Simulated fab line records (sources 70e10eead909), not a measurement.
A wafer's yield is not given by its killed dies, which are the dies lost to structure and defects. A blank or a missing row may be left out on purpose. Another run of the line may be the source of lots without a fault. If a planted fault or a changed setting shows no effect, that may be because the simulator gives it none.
The tool behind it: which one? ; flow nand harc ; Sampling: 6 lots, 18 wafers, 2 of 1159 route steps

== WHAT EACH GAUGE READ, for each wafer ==
NHARC_P_ZERO_WELL_INSPECT_43.
lot;measured;on;raw defect count
L949;day 2 07:22;defect inspect-02;16 12 21
L952;day 3 01:31;defect inspect-01;16 20 24
L960;day 5 01:32;defect inspect-01;9 20 27
L964;day 6 01:28;defect inspect-01;14 8 11
L967;day 6 19:45;defect inspect-01;489 528 479
L969;day 7 07:50;defect inspect-01;10 9 15

== EACH LOT AND THE TOOL THAT RAN IT (in order: tool; ch and the chambers of the sampled wafers; start) ==
lot;NHARC_P_ZERO_WELL_ETCH_65
L949;rie diel-08 ch 0,1,2, day 2 01:22
L952;rie diel-08 ch 0,1,3, day 2 19:29
L960;rie diel-11 ch 2,3, day 4 19:25
L964;rie diel-11 ch 0,1,3, day 5 19:22
L967;rie diel-11 ch 0,1,3, day 6 13:29
L969;rie diel-08 ch 2,3, day 7 01:33
- NHARC_P_ZERO_WELL_ETCH_65: etches the open film in N2/H2, target depth 80 nm, overetch 24 nm, time 87.88 s.

== THE ANSWER, worked out from the rows above alone ==
Rule: the usual values come from the lots themselves. The widest of any qualifying gaps counts: lots, ordered by their means at a reading, are off when they make up no more than a third of the lots, leave a main group of 4 or more, and stand apart from it by 3 or more times the standard deviation of that group's means. A main group is skipped when, at the precision printed for the reading in the tables above, its means are all equal. A lot without any number at a reading at which 4 lots or more have one is off too. Any other lot the step has rows for is counted as sound.
Off: L967, at NHARC_P_ZERO_WELL_INSPECT_43 (raw defect count). Mean 15 and standard deviation 3.7 in the main group.
A tool fits if, at a process step before that reading, it ran every lot that is off, and no sound lot after the first of them. Gauges at NHARC_P_ZERO_WELL_INSPECT_43: tried the same way as those tools. One fits: rie diel-11 at NHARC_P_ZERO_WELL_ETCH_65. A fault onset in the window from L964 (day 5 19:22, its last sound lot) to L967 (day 6 13:29, its first lot off) fits.

== WHAT THE SIMULATOR HAD INSERTED ==
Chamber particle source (rie diel-11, NHARC_P_ZERO_WELL_ETCH_65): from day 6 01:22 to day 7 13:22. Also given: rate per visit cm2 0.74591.
Shown lots that were struck: L967. The same result came from the rule above.
